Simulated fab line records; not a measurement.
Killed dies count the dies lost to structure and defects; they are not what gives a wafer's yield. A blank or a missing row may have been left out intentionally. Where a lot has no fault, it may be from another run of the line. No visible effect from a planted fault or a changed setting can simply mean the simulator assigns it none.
The tool behind it: which one? ; flow n5 finfet ; 10 lots with 28 wafers sampled at 6 steps, on a route of 1938 steps

## WHAT EACH GAUGE READ, for each wafer
N5_BEOL_M4_RC_MEAS_101.
lot;measured;on;DIBL_N (mV/V);DIBL_P (mV/V);IOFF_N (nA/um);IOFF_P (nA/um);ION_N (uA/um);ION_P (uA/um);SS_N (mV/dec);SS_P (mV/dec);VT_N (mV);VT_P (mV)
L184;day 9 08:05;prober-02;36.1 35.4 35.2;37.1 37.2 35.8;0.174 0.150 0.148;0.20 0.19 0.17;701 673 678;470 460 464;71.1 70.9 71.2;73.9 73.9 73.1;248 252 251;-252.5 -249.9 -251.1
L190;day 9 20:40;prober-01;34.9 35.0;35.3 32.8;0.137 0.124;0.19 0.15;666 633;460 436;71.2 71.7;72.9 72.5;252 254;-252.1 -258.2
L192;day 10 01:51;prober-02;35.9 35.4;36.2 35.7;0.157 0.155;0.23 0.22;663 680;458 465;71.7 71.7;73.0 72.7;250 249;-249.4 -250.6
L193;day 11 08:19;prober-01;33.8 34.2 37.2;34.1 34.7 38.8;0.140 0.161 0.214;0.22 0.23 0.31;674 690 680;467 472 473;71.2 71.3 72.0;73.1 73.4 74.6;250 245 245;-246.6 -246.9 -244.7
L194;day 11 09:05;prober-01;34.4 31.1 35.0;36.7 31.3 36.3;0.149 0.094 0.163;0.25 0.16 0.24;679 650 687;471 460 472;71.1 71.0 71.4;74.1 71.8 73.4;249 257 248;-246.7 -249.5 -247.2
L199;day 12 16:08;prober-01;36.7 33.8 33.4;34.2 31.8 31.3;0.161 0.117 0.114;0.21 0.17 0.16;658 660 639;451 452 447;72.0 71.2 70.4;73.1 72.4 72.5;252 252 253;-249.6 -252.6 -253.5
L202;day 13 08:40;prober-01;34.2 36.4 36.4;33.0 35.6 35.6;0.118 0.160 0.148;0.15 0.19 0.18;657 690 669;449 466 454;70.2 71.7 70.8;72.0 72.1 72.8;253 248 253;-255.5 -253.0 -252.2
L205;day 13 20:51;prober-02;34.3 36.1 33.4;32.5 34.7 31.5;0.125 0.166 0.114;0.17 0.21 0.16;661 677 662;453 458 460;71.1 71.4 70.9;72.1 72.9 71.8;250 245 254;-253.9 -248.5 -254.1
L207;day 14 09:56;prober-02;37.7 35.9 36.3;37.6 35.5 36.0;0.200 0.155 0.166;0.22 0.19 0.20;701 679 681;468 458 456;71.8 71.2 71.3;74.1 73.3 73.6;246 249 245;-253.1 -251.3 -250.3
L206;day 14 10:01;prober-01;37.0 36.2 34.6;37.4 35.8 33.7;0.156 0.144 0.120;0.22 0.18 0.16;677 680 668;472 464 462;71.3 71.2 69.9;73.3 72.3 72.6;250 251 254;-251.2 -253.6 -252.9

N5_BEOL_M8_OCD_MEAS_38.
lot;measured;on;trench depth nm (nm)
L184;day 10 23:38;ocd-02;91.9 92.3 90.8
L190;day 11 20:27;ocd-01;94.4 97.5
L192;day 11 12:47;ocd-02;92.8 91.5
L193;day 12 21:34;ocd-01;94.9 96.5 94.3
L194;day 13 01:32;ocd-02;94.9 94.5 93.0
L199;day 14 03:49;ocd-02;92.3 91.1 93.5
L202;day 14 23:43;ocd-02;96.2 91.9 91.6
L205;day 15 11:57;ocd-02;93.1 93.0 93.7
L207;day 16 03:42;ocd-01;91.2 91.5 91.5
L206;day 16 03:17;ocd-01;91.6 94.2 92.8

N5_BEOL_M8_RS_MEAS_57: uses a four-point probe to measure.
lot;measured;on;M8_RS (ohm/sq)
L184;day 11 03:10;film metro-01;0.296 0.292 0.293
L190;day 11 23:46;film metro-01;0.281 0.273
L192;day 11 17:05;film metro-02;0.286 0.283
L193;day 13 02:35;film metro-01;0.284 0.281 0.292
L194;day 13 05:45;film metro-01;0.279 0.284 0.288
L199;day 14 06:56;film metro-02;0.301 0.295 0.297
L202;day 15 03:35;film metro-02;0.270 0.288 0.283
L205;day 15 15:10;film metro-02;0.279 0.278 0.284
L207;day 16 07:34;film metro-02;0.295 0.295 0.297
L206;day 16 07:13;film metro-02;0.292 0.284 0.291

N5_BEOL_M9_THK_MEAS_01.
lot;measured;on;M9_ILD_THK (nm)
L184;day 11 03:51;film metro-01;271 270 266
L190;day 12 00:54;film metro-01;269 263
L192;day 11 17:44;film metro-02;271 269
L193;day 13 03:14;film metro-01;260 261 265
L194;day 13 06:24;film metro-01;262 269 270
L199;day 14 08:40;film metro-01;536 538 543
L202;day 15 05:22;film metro-02;530 546 535
L205;day 15 16:01;film metro-02;274 274 265
L207;day 16 08:13;film metro-02;268 261 272
L206;day 16 07:52;film metro-02;268 265 270

## TOOL THAT RAN EACH LOT (tool first, then ch and the chambers of the sampled wafers, then the start)
lot;N5_BEOL_M8_CMP_52;N5_BEOL_M9_ILD_DEP_00
L184;cmp-04 ch 0,1,2, day 11 02:49;pecvd-03 ch 0,1, day 11 03:16
L190;cmp-01 ch 3, day 11 23:23;pecvd-02 ch 1,2, day 11 23:51
L192;cmp-01 ch 1,3, day 11 16:44;pecvd-03 ch 1,2, day 11 17:10
L193;cmp-04 ch 0,1, day 13 02:10;pecvd-02 ch 0,1, day 13 02:39
L194;cmp-04 ch 0,1, day 13 05:19;pecvd-02 ch 1,2, day 13 05:49
L199;cmp-04 ch 0,1,2, day 14 06:35;pecvd-02 ch 0,1, day 14 07:00
L202;cmp-04 ch 0,3, day 15 03:10;pecvd-02 ch 0,1, day 15 03:40
L205;cmp-04 ch 1,2, day 15 14:47;pecvd-02 ch 0,1,2, day 15 15:16
L207;cmp-01 ch 0,2,3, day 16 07:08;pecvd-02 ch 1,2, day 16 07:38
L206;cmp-01 ch 1,2, day 16 06:47;pecvd-03 ch 0,2, day 16 07:16
- N5_BEOL_M8_CMP_52: polishes, stops on SiCOH lowk, t overpolish 6.9 s, target thk 80 nm.
- N5_BEOL_M9_ILD_DEP_00: deposits SiCOH lowk from DEMS/porogen, target thk 308.51 nm, time 58 s.

## AS READ BY THE TOOLS THEMSELVES (means over the sampled wafers that have a number; for cases with no such wafer, the mark the record gives instead)
N5_BEOL_M8_CMP_52.
lot;tool;barrier field endpoint s (s);clearing platen rpm (rpm);motor current A (A);overpolish run s (s);time to endpoint s (s)
L184;cmp-04;29.5;50.014;5.5;6.910;61
L190;cmp-01;30.2;50.001;5.4;6.886;64
L192;cmp-01;29.9;49.998;5.8;6.892;68
L193;cmp-04;28.4;50.032;5.4;6.907;57
L194;cmp-04;29.2;50.008;5.4;6.887;59
L199;cmp-04;28.8;49.983;5.4;6.903;63
L202;cmp-04;29.5;50.001;6.3;6.900;69
L205;cmp-04;28.8;50.008;5.6;6.900;63
L207;cmp-01;28.0;49.983;5.7;6.896;60
L206;cmp-01;28.3;50.005;5.9;6.892;61

N5_BEOL_M9_ILD_DEP_00.
lot;tool;heater power w (W);showerhead plenum p Torr (Torr);showerhead vpp V (V);throttle valve pct (%)
L184;pecvd-03;293;5.731;1309;13.8
L190;pecvd-02;332;5.739;1394;13.6
L192;pecvd-03;268;5.750;1368;13.8
L193;pecvd-02;262;5.739;1520;14.0
L194;pecvd-02;304;5.728;1467;14.2
L199;pecvd-02;314;5.737;1543;14.0
L202;pecvd-02;333;5.735;1548;14.1
L205;pecvd-02;314;5.741;1426;13.9
L207;pecvd-02;277;5.744;1352;14.0
L206;pecvd-03;240;5.742;1344;13.3

## THE ANSWER, worked out from the rows above alone
Rule: what is usual is taken from the lots themselves. Put in order of their means at a reading, lots are off if they are a third of the lots or fewer, leave a main group of 4 or more, and stand apart from it by a gap of 3 or more times the standard deviation of the main group's means; of several such gaps the widest counts. Not used: any main group whose means are identical at the precision the tables above print for the reading. A lot without any number at a reading at which 4 lots or more have one is off too. Any other lot the step has rows for is counted as sound. First the gauges in route order, then the tools' own readings, where a lot's mean is used as printed above. The first step at which some lot is off is used, and at that step the reading that is off furthest; a lot without a number counts as furthest.
Off: L199, L202, seen at N5_BEOL_M9_THK_MEAS_01 (M9_ILD_THK). Mean 267 nm and standard deviation 2.6 in the main group.
If a tool, at a process step before that reading, ran all the lots that are off and no sound lot after the first of them, it fits. The gauges at N5_BEOL_M9_THK_MEAS_01 are tried like those tools. No candidate that was tried fits.

## WHAT WAS PUT IN BY THE SIMULATOR
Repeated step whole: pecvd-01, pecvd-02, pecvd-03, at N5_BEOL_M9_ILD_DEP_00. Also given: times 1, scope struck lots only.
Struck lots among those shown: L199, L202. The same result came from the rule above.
